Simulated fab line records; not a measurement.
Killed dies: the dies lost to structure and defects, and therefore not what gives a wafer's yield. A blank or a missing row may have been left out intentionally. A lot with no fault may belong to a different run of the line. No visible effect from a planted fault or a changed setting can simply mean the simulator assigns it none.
Matching of chambers + flow n5Finfet + pecvd-02 running N5_BEOL_M15_ILD_DEP_00: 3 sister chambers
The step deposits SiO2 from TEOS/O2, target thk 1629.3 nm, time 346.1 s. 14 wafers are shown with their chamber, then 7 later ones without.

## WAFERS PAIRED WITH THEIR CHAMBERS
| wafer  | chamber | throttleValvePct (%) | heaterPowerW (W) | rfFwdPowerW (W) |
|--------|---------|----------------------|------------------|-----------------|
| L086.1 | 0       | 18.1                 | 441              | 893.8           |
| L086.3 | 2       | 18.4                 | 667              | 901.7           |
| L086.5 | 0       | 18.4                 | 522              | 896.1           |
| L091.2 | 2       | 18.3                 | 689              | 898.5           |
| L091.3 | 0       | 18.3                 | 552              | 896.8           |
| L091.6 | 2       | 18.4                 | 549              | 898.7           |
| L090.1 | 1       | 17.6                 | 534              | 893.7           |
| L090.2 | 0       | 18.3                 | 558              | 894.3           |
| L090.5 | 1       | 17.6                 | 607              | 897.5           |
| L092.2 | 2       | 18.7                 | 628              | 895.0           |
| L092.3 | 0       | 18.2                 | 494              | 900.2           |
| L092.4 | 1       | 18.0                 | 465              | 894.7           |
| L093.1 | 2       | 18.5                 | 662              | 896.1           |
| L093.3 | 0       | 18.3                 | 530              | 902.5           |

SIGNATURES (averages over the wafers above)
| reading          | chamber 0 | chamber 1 | chamber 2 | scatter within a chamber |
|------------------|-----------|-----------|-----------|--------------------------|
| throttleValvePct | 18.267    | 17.733    | 18.460    | 0.151                    |
| heaterPowerW     | 516.17    | 535.33    | 639.00    | 53.5                     |
| rfFwdPowerW      | 897.283   | 895.300   | 898.000   | 2.91                     |
Rule: a wafer's distance from a chamber is the root of the sum, over the readings, of the square of ((its reading less the chamber's mean) divided by the reading's scatter). If the next closest chamber is less than 2 further off than the closest, the wafer can't be placed; otherwise it belongs to the closest. The scatter: the root of (the sum of the squares of (reading less its chamber's mean) over the shown wafers, divided by (wafers less chambers)).

## WAFERS MISSING THEIR CHAMBER
| wafer  | throttleValvePct (%) | heaterPowerW (W) | rfFwdPowerW (W) |
|--------|----------------------|------------------|-----------------|
| L093.6 | 18.0                 | 470              | 901.1           |
| L094.2 | 17.5                 | 613              | 895.0           |
| L094.3 | 18.2                 | 412              | 900.6           |
| L094.5 | 18.1                 | 500              | 902.7           |
| L096.1 | 18.2                 | 453              | 899.3           |
| L096.3 | 17.6                 | 526              | 900.9           |
| L096.5 | 17.7                 | 622              | 902.3           |

## CHAMBER TAKEN BY EACH
| wafer  | from the rows above          | in truth |
|--------|------------------------------|----------|
| L093.6 | can't be placed: 0 or 1      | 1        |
| L094.2 | 1                            | 1        |
| L094.3 | can't be placed: 0 or 1      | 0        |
| L094.5 | can't be placed: 0 or 1 or 2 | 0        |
| L096.1 | 0                            | 0        |
| L096.3 | 1                            | 1        |
| L096.5 | can't be placed: 1 or 0      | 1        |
3 of 7 placed correctly. From these rows, 4 cannot be placed; in 4 the true chamber is one of the candidates. Placed wrongly: 0.
